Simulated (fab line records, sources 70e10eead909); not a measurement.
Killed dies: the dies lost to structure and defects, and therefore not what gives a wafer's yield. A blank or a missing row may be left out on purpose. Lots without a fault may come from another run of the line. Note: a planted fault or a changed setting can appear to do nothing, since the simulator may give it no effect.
fab line records | flow nand-harc
[record] lots = 7 wafers = 18 last-day = 25
route steps=1159 shown A_WL_FILL@813 END@1159
lots that met no fault: from a run of the same line without faults
start-h: hours from the record's opening day to when the first of the lot's shown wafers began | wait-h: how many hours have passed since the lot's step before this one | " the same as in the row above | L1.1+2: one row covering several wafers at once | - either no value or no given start | * or withheld: withheld | < > ~ a bound
route shown NAME@n: names a module that has steps shown in the file, with the first one's number in the route | usual: the fault-free wafers' mean and standard deviation | same: alike in all rows | chamber/n: place in a boat | sites: per-site readings | _std_site: the standard deviation of these | _edge_site: inner sites' mean taken away from outer sites' mean | radius-mm: how far each site lies from the wafer's centre | mask NAME#n: copy n | behind: tool/chamber where the wafer was last shaped | hold: reason for holding the lot/hours on hold/outcome of the hold | device: which transistor (n, p or np) failed to switch | end of line: at the end of the route, the tests of the same wafers | step lacking rows: just its recipe | killed: not the wafer's yield, but the dies lost to structure and defects at the first sort | map: per-die view of a wafer (x killed, . not killed, _ where there is no die)
set.NAME: the run value of the setting; set.NAME@STEP: its run value at that earlier step | model.NAME: the simulator's own value behind a step, which no gauge read
lots at selected steps of the route; one table per step, one row per wafer
services: when a tool's chamber went out of use (start-h, in hours from the record's first day, below 0 if earlier), for how many hours, and the reason
[[steps]]
[step NHARC_A_WL_FILL_CVD_03]
[recipe] target-thk-a = 400 temp-c = 300 pressure-torr = 40 wf6-flow-sccm = 40 h2-flow-sccm = 1600 ar-flow-sccm = 1560 time-s = 3302 material = W
[step NHARC_A_WL_FILL_ETCHBACK_04]
[recipe] target-depth-a = 600 time-s = 120 chemistry = NF3
[usual] drypump-motor-current-A = 6.08/0.23 oes-product-au = 0.997/0.011 run-length-s = 141.2/0.58
// columns lot.wafer tool chamber start-h wait-h drypump-motor-current-A oes-product-au rf-hours-counter-h run-length-s
L728.1 rie-metal-03 0 328.14 2.4 6.29 1.011 1.0 141.0
L728.5 " 1 " " 6.50 1.001 - 140.7
L728.6 " 0 " " 6.23 1.007 - 141.3
L731.2 rie-metal-01 1 355.76 2.9 5.86 1.008 0.3 141.9
L731.4 " 1 " " 5.83 0.997 - 141.9
L731.6 " 1 " " 5.84 0.998 - 141.8
L735.1 rie-metal-03 0 395.32 2.8 6.29 0.991 2.8 141.2
L735.3 " 1 " " 6.54 0.999 - 141.1
L737.1 rie-metal-01 0 399.45 2.4 5.99 1.005 1.1 142.1
L737.6 " 0 " " 5.99 0.993 - 141.9
L740.1 rie-metal-02 0 424.52 2.9 6.24 0.994 0.8 140.1
L740.2 " 1 " " 5.85 0.993 0.8 141.1
L744.2 rie-metal-01 1 454.83 2.5 5.84 0.978 - 141.6
L744.5 " 1 " " 5.79 0.979 - 141.9
L744.6 " 1 " " 5.81 0.986 - 141.6
L749.1 rie-metal-01 0 461.03 2.4 5.97 1.012 3.1 142.0
L749.3 " 1 " " 5.86 0.984 - 142.2
L749.5 " 1 " " 5.87 0.983 - 142.1
[step NHARC_A_WL_FILL_ETCHBACK_05]
[recipe] target-depth-a = 220 time-s = 60 temp-c = 40 chemistry = Cl2/BCl3
[usual] drypump-motor-current-A = 6.08/0.23 oes-product-au = 0.997/0.0091 run-length-s = 81.2/0.63 temp-c = 39.99/0.1
// columns lot.wafer tool chamber start-h wait-h drypump-motor-current-A oes-product-au rf-hours-counter-h run-length-s temp-c
L728.1 rie-metal-03 0 328.36 0.2 6.27 1.012 1.1 81.0 39.95
L728.6 " 1 " " 6.51 1.005 - 80.6 39.98
L728.5 " 0 " " 6.30 1.001 - 80.9 40.10
L731.2 rie-metal-01 1 355.96 0.2 5.88 1.002 0.4 82.0 40.08
L731.4 " 1 " " 5.87 0.993 - 81.7 40.05
L731.6 " 0 " " 5.99 1.005 - 81.9 40.06
L735.1 rie-metal-03 1 395.57 0.2 6.51 0.995 2.5 80.9 40.15
L735.3 " 0 " " 6.31 0.991 - 81.0 39.88
L737.1 rie-metal-01 0 399.65 0.2 6.00 1.006 1.3 82.0 40.07
L737.6 " 1 " " 5.86 0.993 - 81.8 39.80
L740.2 rie-metal-02 0 424.76 0.2 6.23 0.995 0.9 80.1 39.90
L740.1 " 1 " " 5.84 1.008 0.9 81.1 40.04
L744.2 rie-metal-01 1 455.22 0.3 5.83 0.991 - 82.2 39.97
L744.5 " 1 " " 5.85 0.976 - 81.9 40.09
L744.6 " 1 " " 5.82 0.986 - 81.5 40.02
L749.1 rie-metal-01 1 461.26 0.2 5.86 0.980 4.1 82.0 39.97
L749.3 " 1 " " 5.90 0.991 - 81.5 40.09
L749.5 " 0 " " 6.01 1.016 - 82.0 39.89
[step NHARC_A_WL_FILL_STRIP_27]
[recipe] power-w = 1500 temp-c = 250 time-s = 20 chemistry = N2/H2
[step NHARC_A_WL_FILL_STRIP_28]
[recipe] time-s = 1200 temp-c = 72.5 chemistry = post-etch-residue-remover
[step NHARC_A_WL_FILL_PRECLEAN_06]
[recipe] time-s = 300 chemistry = DIW
[step NHARC_A_WL_FILL_SRD_07]
[step NHARC_A_WL_FILL_ANNEAL_08]
[recipe] temp-c = 450 time-s = 1800
[step NHARC_A_WL_FILL_ALD_10]
[recipe] target-thk-a = 500 pulse-time-s = 10 ald-cycles = 500 temp-c = 300 material = SiO2
[usual] heater-power-w = 478/51 precursor-pulse-height-rel = 1.001/0.022
// columns lot.wafer tool chamber start-h wait-h heater-power-w precursor-pulse-height-rel
L728.1 ald-hk-01 0 336.04 2.3 528 1.027
L728.5 " 1 " " 375 1.020
L728.6 " 2 " " 437 1.019
L731.4 ald-hk-03 3 359.31 0.6 481 1.009
L731.2 " 1 360.35 1.6 460 1.017
L731.6 " 3 361.38 2.6 498 1.016
L735.3 ald-hk-01 2 401.15 0.6 434 1.001
L735.1 " 0 402.18 1.6 532 0.973
L737.1 ald-hk-03 0 407.98 3.0 582 0.963
L737.6 " 2 409.01 4.1 457 0.974
L740.2 ald-hk-02 2 432.13 0.6 456 0.983
L740.1 " 0 433.15 1.6 437 1.003
L744.2 ald-hk-01 1 460.87 0.1 390 0.969
L744.6 " 1 462.93 2.1 386 1.008
L744.5 " 2 " " 440 1.020
L749.1 ald-hk-03 0 468.87 1.3 594 1.002
L749.3 " 1 " " 470 1.023
L749.5 " 0 470.93 3.4 584 1.003
[step NHARC_A_WL_FILL_ETCHBACK_16]
[recipe] target-depth-a = 880 time-s = 17.6 c4f8-flow-sccm = withheld o2-flow-sccm = 8 ar-flow-sccm = withheld rf-w = 600 bias-w = 800 chemistry = C4F8/O2/Ar
[usual] oes-product-au = 0.98/0.034 rf-fwd-power-W = 588/3.3 rf-vpp-V = 726/4.4 run-length-s = 38.8/0.51
// columns lot.wafer tool chamber start-h wait-h oes-product-au rf-fwd-power-W rf-hours-counter-h rf-vpp-V run-length-s
L728.1 rie-diel-04 3 - - 1.01 585 3.5 722 39.1
L728.5 " 1 " " 1.00 586 - 728 39.3
L728.6 " 2 " " 1.02 586 - 731 38.8
L731.4 rie-diel-13 3 - - 0.99 588 2.0 726 38.7
L731.2 " 2 " " 0.98 592 1.9 729 38.6
L731.6 " 0 " " 1.01 584 - 716 38.4
L735.3 rie-diel-04 1 - - 1.00 586 7.2 728 38.9
L735.1 " 3 " " 1.00 586 6.9 721 38.8
L737.1 rie-diel-02 3 - - 0.92 591 2.7 731 38.8
L737.6 " 3 " " 0.93 592 - 731 38.9
L740.2 rie-diel-13 1 - - 0.92 588 3.7 724 39.6
L740.1 " 2 " " 0.93 590 3.6 730 38.7
L744.2 rie-diel-13 3 - - 1.00 586 0.1 725 38.4
L744.5 " 1 " " 1.01 586 - 726 39.7
L744.6 " 2 " " 1.00 590 - 729 38.3
L749.3 rie-diel-13 3 - - 1.01 588 0.4 724 38.0
L749.1 " 0 " " 1.02 584 0.4 715 38.4
L749.5 " 2 " " 1.00 590 - 729 38.4
[step NHARC_A_WL_FILL_STRIP_29]
[recipe] time-s = 20 o2-flow-sccm = 500 ar-flow-sccm = 0 bias-w = 0 chemistry = O2
[usual] drypump-motor-current-A = 5.6/0.54 oes-product-au = 1.004/0.014 rf-vpp-V = 58.1/0.93 showerhead-plenum-p-Torr = 3.62/0.14 throttle-valve-pct = 17.035/0.0095
// columns lot.wafer tool chamber start-h wait-h drypump-motor-current-A oes-product-au rf-hours-counter-h rf-vpp-V showerhead-plenum-p-Torr throttle-valve-pct
L728.1 rie-diel-04 2 339.22 0.1 5.7 1.012 3.7 57.9 3.76 17.037
L728.5 " 0 " " 5.6 1.009 - 57.5 3.77 17.045
L728.6 " 1 " " 6.2 0.996 - 56.8 3.70 17.027
L731.4 rie-diel-13 2 363.53 0.1 5.3 0.996 1.9 58.2 3.72 17.024
L731.2 " 3 " " 5.3 1.002 2.0 57.7 3.59 17.049
L731.6 " 1 " " 6.4 1.002 - 58.1 3.62 17.041
L735.3 rie-diel-04 1 405.38 0.1 6.2 1.010 7.2 56.9 3.70 17.025
L735.1 " 3 " " 5.0 1.002 7.0 57.4 3.48 17.025
L737.1 rie-diel-02 0 411.17 0.1 5.1 1.001 2.6 58.8 3.39 17.038
L737.6 " 3 " " 5.3 0.983 - 59.2 3.78 17.016
L740.2 rie-diel-13 3 436.34 0.1 5.3 1.017 3.8 58.6 3.59 17.033
L740.1 " 1 " " 6.4 0.994 3.7 58.7 3.62 17.021
L744.2 rie-diel-13 1 465.63 0.1 6.5 1.009 0.1 57.7 3.62 17.022
L744.5 " 1 " " 6.4 0.996 - 58.2 3.62 17.027
L744.6 " 2 " " 5.3 0.995 - 58.8 3.72 17.032
L749.3 rie-diel-13 2 473.61 0.1 5.4 1.007 0.4 58.9 3.72 17.040
L749.1 " 3 " " 5.3 1.007 0.4 57.7 3.59 17.048
L749.5 " 0 " " 5.3 1.028 - 57.6 3.33 17.036
[step NHARC_A_WL_FILL_ETCHBACK_17]
[recipe] target-depth-a = 40 time-s = 26.7 chemistry = Cl2/BCl3
[usual] drypump-motor-current-A = 6.14/0.25 oes-product-au = 0.998/0.0099 run-length-s = 47.9/0.58
// columns lot.wafer tool chamber start-h wait-h drypump-motor-current-A oes-product-au rf-hours-counter-h run-length-s
L728.1 rie-metal-02 0 339.32 - 6.23 1.007 3.8 47.1
L728.6 " 1 " " 5.87 0.989 - 47.8
L728.5 " 0 " " 6.22 1.009 - 47.0
L731.2 rie-metal-01 1 363.64 - 5.82 1.003 0.7 48.4
L731.4 " 0 " " 6.01 0.995 - 48.5
L731.6 " 0 " " 6.02 1.003 - 48.7
L735.1 rie-metal-01 1 405.48 - 5.87 0.993 1.6 39.4
L735.3 " 1 " " 5.87 0.977 - 39.0
L737.1 rie-metal-01 0 411.27 - 6.00 1.019 1.6 39.1
L737.6 " 0 " " 6.00 1.002 - 48.7
L740.2 rie-metal-01 1 436.42 - 5.81 0.985 2.3 48.7
L740.1 " 0 " " 6.01 1.008 2.3 39.8
L744.2 rie-metal-03 0 465.72 - 6.25 1.007 0.2 48.3
L744.6 " 0 " " 6.24 0.996 - 47.9
L744.5 " 1 " " 6.49 0.985 - 47.6
L749.1 rie-metal-03 0 473.71 - 6.27 1.008 0.3 47.7
L749.3 " 0 " " 6.26 1.013 - 47.8
L749.5 " 1 " " 6.50 0.989 - 47.8
[step NHARC_A_WL_FILL_PRECLEAN_18]
[recipe] time-s = 30 chemistry = dHF
[step NHARC_END_SORT_01]
[recipe] temp-c = 25
[usual] killed-at-array = 28/11 killed-at-other = 0.7/0.88 killed-at-periphery = 3.1/2.2 killed-dies = 31/12 killed-open = 3.3/2 killed-short = 2.0/1.6
[same] gross-dies = 677
// columns lot.wafer tool chamber start-h wait-h killed-at-array killed-at-other killed-at-periphery killed-dies killed-open killed-short
L728.1 prober-02 0 443.46 2.5 38 1 3 42 4 2
L728.5 prober-02 0 446.68 3.7 29 2 2 33 2 1
L728.6 prober-02 0 447.49 4.0 39 1 1 41 5 4
// killed by level:class
L728.1 A_STAIRCASE:chamber-film-flake=13 A_SLIT:chamber-film-flake=12 A_CHANNEL_HOLE_D1:chamber-film-flake=6 P_M0:geometric-particle:open=2 A_CONTACT:chamber-film-flake=2 A_ONON_D1:geometric-particle:short=1 A_CHANNEL_FILL_D1:geometric-particle:short=1 A_WL_FILL:geometric-particle:open=1
L728.5 A_CHANNEL_HOLE_D1:chamber-film-flake=9 A_SLIT:chamber-film-flake=9 A_STAIRCASE:chamber-film-flake=6 A_CHANNEL_FILL_D1:chamber-film-flake=2 THIN_TSV:chamber-film-flake=2 A_CHANNEL_HOLE_D1:geometric-particle:short=1 A_CONTACT:geometric-particle:open=1 A_M0:geometric-particle:open=1
L728.6 A_CHANNEL_HOLE_D1:chamber-film-flake=12 A_SLIT:chamber-film-flake=10 A_STAIRCASE:chamber-film-flake=7 A_ONON_D1:geometric-particle:short=2 P_GATE:geometric-particle:short=1 A_SOURCE_PLATE:geometric-particle:open=1 A_ONON_D1:geometric-particle:open=1 A_WL_FILL:geometric-particle:short=1
[[services]]
// columns tool chamber start-h hours kind
rie-diel-13 0 309.50 - clean
rie-metal-02 1 318.62 1.5 repair
ald-hk-03 - 326.14 10.0 pm
rie-diel-02 - 327.74 9.0 pm
rie-diel-04 0 331.47 1.3 repair
rie-metal-01 - 332.00 9.0 pm
rie-metal-01 0 332.00 9.0 vent-cycle
rie-metal-01 1 332.00 9.0 vent-cycle
rie-metal-01 0 341.00 - clean
rie-metal-01 1 341.00 - clean
rie-metal-03 1 373.84 18.6 repair
rie-metal-02 - 388.00 9.0 pm
rie-diel-04 2 399.60 45.8 repair
ald-hk-01 - 406.83 10.0 pm
rie-diel-04 1 407.87 3.2 repair
rie-diel-04 0 415.79 3.6 repair
rie-diel-13 3 445.23 11.2 repair
rie-diel-13 - 447.13 0.2 repair
rie-metal-03 - 453.00 9.0 pm
rie-diel-13 - 453.02 9.0 pm
rie-metal-01 0 453.27 5.8 repair
ald-hk-02 - 458.25 10.0 pm
rie-diel-04 - 466.05 9.0 pm
rie-diel-02 1 468.14 5.0 repair
[[key]]
[first-sign] step = NHARC_A_WL_FILL_ETCHBACK_17 reading = run-length-s direction = down sigmas = 15 usual = * struck = *
effect none on later readings
met-at NHARC_A_WL_FILL_ETCHBACK_17
struck-wafers L735.1,L735.3,L737.1,L740.1
tester-left-out L735,L737,L740
onset-between 363.64 405.48
[fault] kind = process-parameter-drift tool = rie-metal-01 chamber = - onset-h = 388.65 steps = NHARC_A_WL_FILL_ETCHBACK_17 channel = time-s offset = * shape = step end-h = 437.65 scope = struck-wafers-only acts-in = * stated = *
// tester-left-out: of these lots the tester's yield and bins aren't shown, on N5 and GAA mostly nor the transistor test; their killed dies are dies lost to structure and defects alone, not to doping, threshold or leakage, so they don't give the yield
